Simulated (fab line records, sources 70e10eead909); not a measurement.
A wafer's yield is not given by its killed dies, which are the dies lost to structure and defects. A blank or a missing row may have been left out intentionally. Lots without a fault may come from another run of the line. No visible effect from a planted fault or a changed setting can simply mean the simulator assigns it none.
One fault seen from 2 desks / flow nand-harc / numbers are kept per desk, each desk with only its own; the story behind them comes last

== DESK OF THE TOOL OWNER: cvd-w-02 ==
The tool's own readings at NHARC_P_CONTACT_CVD_23 (deposits W, target thk 200 nm, time 557 s): means of the sampled wafers that have a number, for each lot that ran on this tool. Marked OUT: a lot whose mean sits more than 4 standard deviations from the usual mean, which makes it out of limits; the brackets give that distance.
Columns: A = heater-power-w at NHARC_P_CONTACT_CVD_23, usual 488 W; B = throttle-valve-pct at NHARC_P_CONTACT_CVD_23, usual 8.17 %
lot=L896; first seen here=day 9 12:20; A=457; B=7.90
lot=L899; first seen here=day 10 14:19; A=455; B=8.03
lot=L900; first seen here=day 11 01:11; A=460; B=8.02
lot=L907; first seen here=day 14 03:22; A=452; B=8.14
lot=L908; first seen here=day 14 13:34; A=450; B=8.21
lot=L910; first seen here=day 15 22:05; A=459; B=8.52
lot=L911; first seen here=day 15 23:29; A=454; B=8.10
This desk's verdict: no lot among the 7 shows anything out of limits.

== AT THE METROLOGY DESK ==
Means of the sampled wafers that have a number, per lot and without regard to the tool the lot ran on: this is what the gauges read. Marked OUT: a lot whose mean sits more than 4 standard deviations from the usual mean, which makes it out of limits; the brackets give that distance.
Columns: A = cd-nm at NHARC_P_M0_CD_MEAS_16, usual 89.8 nm
lot=L890; first seen here=day 6 16:55; A=89.8
lot=L891; first seen here=day 7 11:11; A=90.1
lot=L892; first seen here=day 7 15:14; A=90.2
lot=L896; first seen here=day 9 14:32; A=90.1
lot=L899; first seen here=day 10 16:46; A=88.9
lot=L900; first seen here=day 11 03:16; A=89.5
lot=L903; first seen here=day 12 12:14; A=91.0
lot=L907; first seen here=day 14 05:29; A=89.9
lot=L908; first seen here=day 14 16:08; A=89.2
lot=L909; first seen here=day 15 15:24; A=89.2
lot=L910; first seen here=day 16 00:31; A=89.4
lot=L911; first seen here=day 16 01:39; A=89.8
This desk's verdict: no lot among the 12 shows anything out of limits.

== TAKEN TOGETHER ==
The desk of the tool owner found nothing out of limits.
At the metrology desk, nothing out of limits was observed.

== WHAT THE SIMULATOR HAD INSERTED ==
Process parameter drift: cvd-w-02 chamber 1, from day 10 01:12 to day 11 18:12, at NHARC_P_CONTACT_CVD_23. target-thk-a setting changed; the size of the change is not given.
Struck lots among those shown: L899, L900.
